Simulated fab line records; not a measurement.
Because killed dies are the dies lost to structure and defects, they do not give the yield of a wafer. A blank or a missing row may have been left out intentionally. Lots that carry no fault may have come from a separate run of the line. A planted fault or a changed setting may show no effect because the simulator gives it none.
Matching of chambers | flow n5Finfet | 4 sister chambers for N5_BEOL_M11_ALD_74 on aldMetal-04
The step deposits TaN, target thk 2 nm, pulse time 2 s, purge time 3 s. 8 wafers are shown with their chamber, then 9 later ones without.

## WAFERS PAIRED WITH THEIR CHAMBERS
wafer  | chamber | heaterPowerW (W)
L075.3 | 0       | 454
L075.6 | 0       | 462
L082.1 | 3       | 463
L082.3 | 1       | 368
L082.6 | 2       | 379
L081.2 | 1       | 371
L081.3 | 2       | 389
L081.4 | 3       | 459

## WAFERS WITH NO CHAMBER GIVEN
wafer  | heaterPowerW (W)
L085.1 | 380
L085.4 | 462
L085.5 | 457
L092.3 | 461
L092.5 | 463
L092.6 | 373
L097.2 | 374
L097.3 | 460
L097.5 | 383

## CHAMBER TAKEN BY EACH
wafer  | from the rows above     | in truth
L085.1 | can't be placed: 2 or 1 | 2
L085.4 | can't be placed: 3 or 0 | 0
L085.5 | can't be placed: 0 or 3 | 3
L092.3 | can't be placed: 3 or 0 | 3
L092.5 | can't be placed: 3 or 0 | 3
L092.6 | can't be placed: 1 or 2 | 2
L097.2 | can't be placed: 1 or 2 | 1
L097.3 | can't be placed: 3 or 0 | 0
L097.5 | 2                       | 2
Correctly placed: 1 of 9. Not placeable from these rows: 8 (in 8, the candidates include the true chamber). Wrongly placed: 0.
How it was worked out, from the rows above alone: a wafer's distance from a chamber is the root of the sum, over the readings, of the square of ((its reading less the chamber's mean) divided by the reading's scatter). If the next closest chamber is less than 2 further off than the closest, the wafer can't be placed; otherwise it belongs to the closest. For every chamber, the mean is computed from those of its wafers that are shown. The scatter: take each reading less its chamber's mean, square it, sum over the shown wafers, divide by the number of wafers less the number of chambers, and take the root.
